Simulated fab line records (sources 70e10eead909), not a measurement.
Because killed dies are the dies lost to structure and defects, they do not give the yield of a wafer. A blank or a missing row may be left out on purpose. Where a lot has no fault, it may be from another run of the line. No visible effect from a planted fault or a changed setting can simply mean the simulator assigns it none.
A struck lot beside a sound one / flow nand harc / 15 out of 1159 route steps
Sound: wafers L913.1, L913.3, L913.6. Wafers struck: L920.3, L920.5, L920.6. The cause comes at the end.
Each step with rows lists, per side, the tool, then ch with its chambers, then its first start. Under that, the readings that differ: sound wafers / struck wafers / difference of the means / sigmas: that difference in standard deviations of wafers without a fault.
alike: words and numbers the same on both sides, and readings whose means are apart by under 2 such deviations; not compared: readings that were withheld, readings missing a value for some wafer, numbers with overlapping values and no deviation given by the record, and bounds like >300 which may hide the same value.
A row with sigmas, a row that says differs or no value, or rows on one side alone: a step with any of these is where the two part. When numbers do not overlap yet have no deviation, they are printed without sigmas and do not part them. Lack of a reading on every wafer of one side parts them only where that side has two or more wafers.

first, 1 step without rows for these wafers: NHARC_P_ZERO_WELL_HARDBAKE_53 (time 80 s).
NHARC_P_ZERO_WELL_DESCUM_54: chemistry O2, time 3 s.
  sound on rie diel-10 ch 1,3, day 3 11:55; struck on rie diel-05 ch 0,1, day 5 05:56
  alike: chamber pressure mTorr, drypump motor current A, mfc ar sccm, oes product au, rf vpp V, showerhead plenum p Torr, throttle valve pct
  not compared: rf hours counter h
then, 5 steps without rows for these wafers: NHARC_P_ZERO_WELL_IMPLANT_55; NHARC_P_ZERO_WELL_IMPLANT_61; NHARC_P_ZERO_WELL_STRIP_56 (strips in SPM, time 840 s); NHARC_P_ZERO_WELL_PRECLEAN_68 (cleans in SC1, time 60 s); NHARC_P_ZERO_WELL_SRD_69.
NHARC_P_ZERO_WELL_RTA_42: time 300 s.
  sound on rtp anneal-01 ch 0, day 3 12:54; struck on rtp anneal-01 ch 0, day 5 07:07
  alike: lamp power pct, lamp_zone_4_pct, wafer_temp_C_max
NHARC_P_ZERO_WELL_INSPECT_43:
  sound: defect inspect-01 at day 3 13:35; struck: defect inspect-02 at day 5 07:35
reading=raw defect count; sound=9 10 10; struck=35 17 29; difference=+17; sigmas=+2
then, 3 steps without rows for these wafers: NHARC_P_STI_ETCH_26 (etches SiO2 in dHF, target depth 11 nm); NHARC_P_STI_PRECLEAN_27 (cleans in SC1); NHARC_P_STI_SRD_28.
NHARC_P_STI_OXIDE_29: material SiO2, target thk 10 nm, ox time 1362 s.
  sound on furnace-08 ch 0, day 3 19:09; struck on furnace-08 ch 0, day 5 16:47
then, 1 step without rows for these wafers: NHARC_P_STI_HM_DEP_30 (deposits Si3N4, target thk 80 nm, time 873 s).
NHARC_END_SORT_01:
  the record has rows for the sound wafers here (prober-02 ch 0, day 21 03:55) and none for the struck ones

## WHERE THEY PART
At NHARC_P_ZERO_WELL_INSPECT_43 first; at NHARC_END_SORT_01 last (within this record only).

WHY: whatever the simulator had introduced
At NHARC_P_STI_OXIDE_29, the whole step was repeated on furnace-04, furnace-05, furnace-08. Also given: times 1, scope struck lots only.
